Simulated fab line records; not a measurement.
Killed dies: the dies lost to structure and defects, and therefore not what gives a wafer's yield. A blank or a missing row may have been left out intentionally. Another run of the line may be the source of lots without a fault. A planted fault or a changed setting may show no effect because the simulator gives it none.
Which tool did it? | flow n5Finfet | 10 lots, 29 wafers sampled, at 6 steps of a route of 1938

WHAT EACH GAUGE READ, for each wafer
N5_BEOL_M0_SAQP_CD_MEAS_40 targets a cd of 30 nm. Usual: cdNm reads 29.98 nm (standard deviation 0.26).
lot  | measured     | on       | cdNm (nm)         | flag
L700 | day 6 05:04  | cdSem-01 | 29.55 30.04 30.11 | 
L702 | day 6 07:35  | cdSem-01 | 29.73 29.92 29.99 | 
L703 | day 6 23:46  | cdSem-01 | 29.45 29.92       | 
L707 | day 7 14:53  | cdSem-01 | 30.15 30.56 29.90 | 
L708 | day 7 20:15  | cdSem-02 | 29.78 29.73 29.49 | 
L709 | day 8 01:44  | cdSem-03 | 30.30 30.00 30.14 | 
L712 | day 8 20:47  | cdSem-01 | 29.94 29.91 29.82 | 
L713 | day 8 23:58  | cdSem-02 | 30.57 30.32 30.02 | 
L715 | day 9 15:22  | cdSem-01 | 16.24 29.96 15.78 | OFF
L723 | day 11 11:45 | cdSem-01 | 30.17 30.21 29.78 | 

N5_BEOL_M0_SAQP_INSPECT_42: inspects for defects (brightfield). Usual: rawDefectCount reads 289 (standard deviation 94).
lot  | measured     | on               | rawDefectCount | flag
L700 | day 6 05:09  | defectInspect-02 | 197 290 200    | 
L702 | day 6 07:40  | defectInspect-01 | 282 298 187    | 
L703 | day 6 23:51  | defectInspect-01 | 173 303        | 
L707 | day 7 14:58  | defectInspect-01 | 277 235 296    | 
L708 | day 7 20:20  | defectInspect-01 | 235 273 362    | 
L709 | day 8 01:50  | defectInspect-01 | 285 273 296    | 
L712 | day 8 20:53  | defectInspect-02 | 233 289 238    | 
L713 | day 9 00:03  | defectInspect-01 | 203 183 191    | 
L715 | day 9 15:27  | defectInspect-01 | 267 319 260    | 
L723 | day 11 11:50 | defectInspect-02 | 218 216 196    | 

N5_BEOL_M4_RC_MEAS_101. Usual: DIBL_N 37.7 mV/V, standard deviation 2; DIBL_P 37.7 mV/V, standard deviation 2.3; IOFF_N 0.18 nA/um, standard deviation 0.039; IOFF_P 0.23 nA/um, standard deviation 0.042; ION_N 681 uA/um, standard deviation 12; ION_P 463 uA/um, standard deviation 8; SS_N 71.9 mV/dec, standard deviation 0.68; SS_P 73.6 mV/dec, standard deviation 0.71; VT_N 248 mV, standard deviation 3.2; VT_P -249 mV, standard deviation 3.1.
lot  | measured     | on        | DIBL_N (mV/V)  | DIBL_P (mV/V)  | IOFF_N (nA/um) | IOFF_P (nA/um) | ION_N (uA/um) | ION_P (uA/um) | SS_N (mV/dec)  | SS_P (mV/dec)  | VT_N (mV)   | VT_P (mV)      | flag
L700 | day 12 07:17 | prober-01 | 36.6 38.5 40.1 | 36.6 38.0 42.1 | 0.17 0.20 0.26 | 0.24 0.25 0.36 | 669 675 688   | 464 460 471   | 72.1 72.3 72.8 | 72.7 73.1 73.9 | 249 248 243 | -245 -243 -241 | 
L702 | day 12 01:04 | prober-02 | 42.7 36.7 42.0 | 41.4 34.8 40.6 | 0.26 0.13 0.25 | 0.31 0.18 0.30 | 704 672 707   | 480 465 482   | 73.3 71.3 72.9 | 74.6 72.9 74.4 | 244 254 245 | -245 -254 -247 | 
L703 | day 12 12:42 | prober-02 | 38.0 37.4      | 37.0 37.3      | 0.19 0.16      | 0.20 0.21      | 692 681       | 462 459       | 71.4 71.2      | 73.3 73.3      | 247 249     | -252 -252      | 
L707 | day 13 10:34 | prober-01 | 40.2 39.1 38.9 | 40.8 39.3 38.2 | 0.22 0.21 0.19 | 0.27 0.24 0.22 | 673 687 662   | 456 465 449   | 72.8 72.5 71.9 | 74.5 73.8 73.5 | 246 247 251 | -248 -248 -251 | 
L708 | day 13 18:59 | prober-02 | 38.7 36.7 37.4 | 39.1 36.1 39.1 | 0.19 0.15 0.18 | 0.25 0.18 0.25 | 679 680 695   | 459 458 471   | 72.9 72.5 72.8 | 74.1 73.9 74.3 | 248 250 251 | -251 -256 -250 | 
L709 | day 13 21:57 | prober-01 | 37.6 40.3 38.8 | 36.9 38.5 38.6 | 0.16 0.23 0.18 | 0.23 0.25 0.24 | 664 682 670   | 460 461 455   | 72.0 72.7 71.5 | 74.0 74.1 73.5 | 250 247 251 | -249 -245 -250 | 
L712 | day 14 15:04 | prober-02 | 40.5 34.8 39.7 | 39.8 32.8 38.2 | 0.25 0.13 0.21 | 0.26 0.16 0.23 | 689 669 681   | 464 452 462   | 72.8 70.7 72.7 | 74.4 72.4 73.4 | 242 250 246 | -247 -253 -252 | 
L713 | day 15 17:26 | prober-01 | 34.6 36.4 39.1 | 35.0 37.2 40.1 | 0.14 0.16 0.21 | 0.19 0.22 0.27 | 668 673 685   | 461 461 458   | 70.6 71.1 72.7 | 73.0 73.6 73.4 | 249 251 247 | -250 -251 -248 | 
L715 | day 15 09:02 | prober-01 | 37.4           | 36.3           | 0.16           | 0.22           | 676           | 468           | 71.1           | 73.8           | 248         | -250           | 
L723 | day 17 18:26 | prober-02 | 36.5 33.3 36.9 | 36.5 31.9 37.3 | 0.16 0.12 0.19 | 0.26 0.17 0.26 | 662 680 686   | 460 463 475   | 71.5 70.8 72.2 | 73.6 73.0 74.0 | 250 248 248 | -245 -251 -246 | 

TOOL THAT RAN EACH LOT (tool first, then ch and the chambers of the sampled wafers, then the start)
lot  | N5_BEOL_M0_SAQP_ETCH_107          | N5_BEOL_M0_SAQP_SPACER2_ALD_26   | N5_BEOL_M0_SAQP_EXPOSE_37
L700 | rieDiel-03 ch 0,1,3, day 6 03:46  | aldSin-02 ch 1,3, day 6 04:01    | euvScanner-02 ch 0, day 6 04:57
L702 | rieDiel-02 ch 1,2,3, day 6 05:36  | aldSin-02 ch 1,2,3, day 6 06:22  | euvScanner-01 ch 0, day 6 07:28
L703 | rieDiel-03 ch 1,2, day 6 22:17    | aldSin-03 ch 1, day 6 22:34      | euvScanner-01 ch 0, day 6 23:38
L707 | rieDiel-03 ch 1,3, day 7 13:27    | aldSin-01 ch 0,2,3, day 7 13:41  | euvScanner-02 ch 0, day 7 14:45
L708 | rieDiel-03 ch 2,3, day 7 18:57    | aldSin-01 ch 0,1, day 7 19:12    | euvScanner-02 ch 0, day 7 20:07
L709 | rieDiel-06 ch 1,3, day 8 00:11    | aldSin-01 ch 0,1, day 8 00:28    | euvScanner-01 ch 0, day 8 01:36
L712 | rieDiel-02 ch 1,2,3, day 8 18:51  | aldSin-02 ch 0,1, day 8 19:33    | euvScanner-02 ch 0, day 8 20:40
L713 | rieDiel-03 ch 1,2,3, day 8 21:55  | aldSin-03 ch 0,1,3, day 8 22:46  | euvScanner-01 ch 0, day 8 23:50
L715 | rieDiel-06 ch 2,3, day 9 13:41    | aldSin-01 ch 0,1,3, day 9 14:11  | euvScanner-01 ch 0, day 9 15:14
L723 | rieDiel-06 ch 1,2,3, day 11 10:27 | aldSin-02 ch 0,1,3, day 11 10:42 | euvScanner-02 ch 0, day 11 11:37
- N5_BEOL_M0_SAQP_ETCH_107: etches SiNx in CH3F/O2, target depth 30 nm.
- N5_BEOL_M0_SAQP_SPACER2_ALD_26: deposits SiO2, target thk 15 nm, pulse time 1 s, purge time 2 s.
- N5_BEOL_M0_SAQP_EXPOSE_37: exposes mask M0 CUT1, target cd 30 nm.

AS READ BY THE TOOLS THEMSELVES (means over the sampled wafers that have a number; for cases with no such wafer, the mark the record gives instead)
N5_BEOL_M0_SAQP_ETCH_107. Usual: O2_flow_sccm 20.00 sccm, standard deviation 0.053; drypumpMotorCurrentA 5.7 A, standard deviation 0.41; oes_f_703_au 0.78 a.u., standard deviation 0.081; oes_o_777_au 0.77 a.u., standard deviation 0.083; oesProductAu 0.77 a.u., standard deviation 0.079; rfVppV 297 V, standard deviation 7.9; showerheadPlenumPTorr 2.00 Torr, standard deviation 0.076; throttleValvePct 16.4 %, standard deviation 0.31.
lot  | tool       | O2_flow_sccm (sccm) | drypumpMotorCurrentA (A) | oes_f_703_au (a.u.) | oes_o_777_au (a.u.) | oesProductAu (a.u.) | rfVppV (V) | showerheadPlenumPTorr (Torr) | throttleValvePct (%) | flag
L700 | rieDiel-03 | 20.01               | 5.9                      | 0.77                | 0.75                | 0.74                | 293        | 2.03                         | 16.5                 | 
L702 | rieDiel-02 | 20.00               | 5.4                      | 0.81                | 0.81                | 0.80                | 299        | 2.03                         | 16.4                 | 
L703 | rieDiel-03 | 19.95               | 6.0                      | 0.75                | 0.74                | 0.74                | 299        | 1.98                         | 16.1                 | 
L707 | rieDiel-03 | 19.99               | 6.3                      | 0.77                | 0.76                | 0.75                | 300        | 2.05                         | 16.4                 | 
L708 | rieDiel-03 | 19.95               | 6.3                      | 0.76                | 0.75                | 0.74                | 299        | 1.99                         | 16.3                 | 
L709 | rieDiel-06 | 20.02               | 5.5                      | 0.74                | 0.74                | 0.75                | 298        | 1.93                         | 16.9                 | 
L712 | rieDiel-02 | 19.96               | 5.3                      | 0.78                | 0.79                | 0.78                | 298        | 2.02                         | 16.5                 | 
L713 | rieDiel-03 | 19.99               | 6.1                      | 0.75                | 0.74                | 0.74                | 300        | 2.00                         | 16.3                 | 
L715 | rieDiel-06 | 20.01               | 5.7                      | 0.83                | 0.81                | 0.80                | 300        | 2.11                         | 16.2                 | 
L723 | rieDiel-06 | 20.03               | 5.6                      | 0.81                | 0.79                | 0.80                | 300        | 2.05                         | 16.5                 | 

N5_BEOL_M0_SAQP_SPACER2_ALD_26. Usual: heaterPowerW 487 W, standard deviation 60; precursorPulseHeightRel 1.001, standard deviation 0.019.
lot  | tool      | heaterPowerW (W) | precursorPulseHeightRel | flag
L700 | aldSin-02 | 432              | 1.003                   | 
L702 | aldSin-02 | 457              | 1.001                   | 
L703 | aldSin-03 | 450              | 1.022                   | 
L707 | aldSin-01 | 541              | 1.012                   | 
L708 | aldSin-01 | 453              | 1.002                   | 
L709 | aldSin-01 | 491              | 1.012                   | 
L712 | aldSin-02 | 490              | 0.996                   | 
L713 | aldSin-03 | 468              | 0.994                   | 
L715 | aldSin-01 | 482              | 1.003                   | 
L723 | aldSin-02 | 465              | 1.000                   | 

THE ANSWER, worked out from the rows above alone
Rule: a lot counts as off when the mean over its wafers that have a number is more than 3 standard deviations away from the usual mean. A lot without any number at a reading at which 4 lots or more have one is off too. The other lots that the step has rows for count as sound. First the gauges in route order, then the tools' own readings, where a lot's mean is used as printed above. At the first step where some lot is off, the reading lying furthest off is the one used; lots without a number count as furthest.
Off: L715, at N5_BEOL_M0_SAQP_CD_MEAS_40 (cdNm).
If a tool, at a process step before that reading, ran all the lots that are off and no sound lot after the first of them, it fits. Those tools and the gauges at N5_BEOL_M0_SAQP_CD_MEAS_40 are tried in the same way. Undecided on this evidence; 2 tools fit (aldSin-01 at N5_BEOL_M0_SAQP_SPACER2_ALD_26, euvScanner-01 at N5_BEOL_M0_SAQP_EXPOSE_37).

WHAT HAD BEEN PUT IN BY THE SIMULATOR
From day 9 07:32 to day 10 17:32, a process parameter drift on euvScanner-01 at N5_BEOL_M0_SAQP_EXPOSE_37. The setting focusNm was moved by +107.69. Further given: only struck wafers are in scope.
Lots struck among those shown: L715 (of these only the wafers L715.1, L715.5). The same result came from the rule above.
